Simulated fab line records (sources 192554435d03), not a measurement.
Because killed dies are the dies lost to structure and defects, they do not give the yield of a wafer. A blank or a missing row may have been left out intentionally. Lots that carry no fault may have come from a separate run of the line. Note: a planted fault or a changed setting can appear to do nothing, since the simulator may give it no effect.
Split-lot experiment | flow n5-finfet | 39 wafers read from 7 lots, route of 1938 steps

## THE SPLIT ITSELF
At N5_DUMMY_GATE_ETCH_31 (etches SiO2 in C4F6/O2, target depth 82.5 nm, time 27.5 s), the setting target-depth-a was moved away from the recipe's 825 angstrom on 18 of the 39 wafers read, by -12.9% to +12.1%. This setting was run at the recipe's value on the other wafers.

The split's own step is where the reading is taken.

## THE READING
SOC_of_DUMMY_GATE_COAT_34.thk-nm (the simulator's own value, which no gauge read), in nm, at N5_DUMMY_GATE_ETCH_31 (etches SiO2 in C4F6/O2, target depth 82.5 nm, time 27.5 s). There is no usual value for it anywhere in the file. Here, 21 wafers ran the recipe; their average is 51.9 nm with a standard deviation of 0.18 nm.

wafer  | tool, chamber at the split | target-depth-a as run, angstrom | against the recipe | SOC_of_DUMMY_GATE_COAT_34.thk-nm, nm | against lot-mates on the recipe
L075.1 | rie-diel-03, 0             | 863.5                           | +4.7%              | 51.8                                 | -0.2
L075.2 | rie-diel-03, 2             | 863.5                           | +4.7%              | 51.6                                 | -0.4
L075.3 | rie-diel-03, 1             | 825                             | recipe             | 52                                   | -
L075.4 | rie-diel-03, 3             | 825                             | recipe             | 52                                   | -
L075.5 | rie-diel-03, 3             | 863.5                           | +4.7%              | 51.6                                 | -0.4
L075.6 | rie-diel-03, 0             | 825                             | recipe             | 52                                   | -
L078.1 | rie-diel-03, 0             | 718.9                           | -12.9%             | 52.8                                 | +0.7
L078.2 | rie-diel-03, 1             | 825                             | recipe             | 52                                   | -
L078.3 | rie-diel-03, 3             | 718.9                           | -12.9%             | 53                                   | +0.9
L078.4 | rie-diel-03, 2             | 718.9                           | -12.9%             | 53                                   | +0.9
L078.5 | rie-diel-03, 1             | 825                             | recipe             | 52.2                                 | -
L078.6 | rie-diel-03, 2             | 825                             | recipe             | 52                                   | -
L080.1 | rie-diel-05, 2             | 825                             | recipe             | 52                                   | -
L080.2 | rie-diel-05, 0             | 825                             | recipe             | 52                                   | -
L080.3 | rie-diel-05, 3             | 825                             | recipe             | 52                                   | -
L080.4 | rie-diel-05, 1             | 889.2                           | +7.8%              | 51.4                                 | -0.6
L080.5 | rie-diel-05, 1             | 889.2                           | +7.8%              | 51.6                                 | -0.4
L080.6 | rie-diel-05, 0             | 889.2                           | +7.8%              | 51.2                                 | -0.8
L082.1 | rie-diel-03, 1             | 825                             | recipe             | 52                                   | -
L082.2 | rie-diel-03, 3             | 825                             | recipe             | 51.6                                 | -
L082.3 | rie-diel-03, 2             | 825                             | recipe             | 52.2                                 | -
L082.4 | rie-diel-03, 0             | 924.5                           | +12.1%             | 50.8                                 | -1.1
L082.5 | rie-diel-03, 2             | 924.5                           | +12.1%             | 51                                   | -0.9
L082.6 | rie-diel-03, 3             | 924.5                           | +12.1%             | 51                                   | -0.9
L084.1 | rie-diel-05, 3             | 787.3                           | -4.6%              | 52                                   | +0.2
L084.2 | rie-diel-05, 1             | 787.3                           | -4.6%              | 52.4                                 | +0.6
L084.3 | rie-diel-05, 2             | 787.3                           | -4.6%              | 52.2                                 | +0.4
L084.4 | rie-diel-05, 0             | 825                             | recipe             | 51.8                                 | -
L084.5 | rie-diel-05, 0             | 825                             | recipe             | 51.8                                 | -
L084.6 | rie-diel-05, 3             | 825                             | recipe             | 51.8                                 | -
L095.1 | rie-diel-05, 2             | 825                             | recipe             | 52                                   | -
L095.2 | rie-diel-05, 3             | 825                             | recipe             | 52                                   | -
L095.3 | rie-diel-05, 0             | 778.1                           | -5.7%              | 52.4                                 | +0.5
L095.4 | rie-diel-05, 1             | 825                             | recipe             | 51.6                                 | -
L095.5 | rie-diel-05, 2             | 778.1                           | -5.7%              | 52.6                                 | +0.7
L095.6 | rie-diel-05, 3             | 778.1                           | -5.7%              | 52.4                                 | +0.5
L097.4 | rie-diel-05, 3             | 825                             | recipe             | 51.6                                 | -
L097.5 | rie-diel-05, 1             | 825                             | recipe             | 51.6                                 | -
L097.6 | rie-diel-05, 0             | 825                             | recipe             | 51.8                                 | -

FIT RESULTS
A straight line over all 39 wafers: SOC_of_DUMMY_GATE_COAT_34.thk-nm changes by -0.0774 nm for each +1% of target-depth-a; r = -0.94; the points scatter about the line by 0.17 nm.
The same after taking each lot's own level away (the mean of its wafers on the recipe; 39 wafers): -0.0777 nm for each +1%; r = -0.96; scatter 0.14 nm.
Per that fit: largest target-depth-a move, reading shift of 1 nm.
Across the lots, their own levels run from 51.67 to 52.07 nm, a range of 2.2 times the standard deviation given above.
The two slopes agree, so the slope changes little with the lot-to-lot level.
Check: for one of the wafers moved furthest among these (-12.9%), held out of the fit, the line's prediction against its lot-mates is +1.05 nm. Against them it came out at +0.733 nm.

## ADDITIONAL SPLITS CARRIED BY THESE WAFERS
Other splits were also applied to these wafers ahead of the reading. Each is held against what the fit with the lots' levels taken away leaves over:
other split on the same wafers    | wafers away from the commonest value | r with SOC_of_DUMMY_GATE_COAT_34.thk-nm (lot level and that fit taken away)
N5_FIN_SAQP_SPACER2_ALD_28 temp-c | 15                                   | +0.03

## THE WHOLE CHAIN: every reading that the file lists as answering this split, in the file's order
step                  | what it does                                              | reading                                                                           | change (the file's fit)                | r (the file's)
N5_DUMMY_GATE_ETCH_31 | etches SiO2 in C4F6/O2, target depth 82.5 nm, time 27.5 s | etch.depth-nm (the simulator's own value, which no gauge read)                    | +0.804 nm for each +1% of the setting  | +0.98
N5_DUMMY_GATE_ETCH_31 | etches SiO2 in C4F6/O2, target depth 82.5 nm, time 27.5 s | SOC_of_DUMMY_GATE_COAT_34.thk-nm (the simulator's own value, which no gauge read) | -0.0777 nm for each +1% of the setting | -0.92

## FILE'S OWN FIT
SOC_of_DUMMY_GATE_COAT_34.thk-nm changes by -0.0777 nm for each +1% of target-depth-a, r = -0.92.
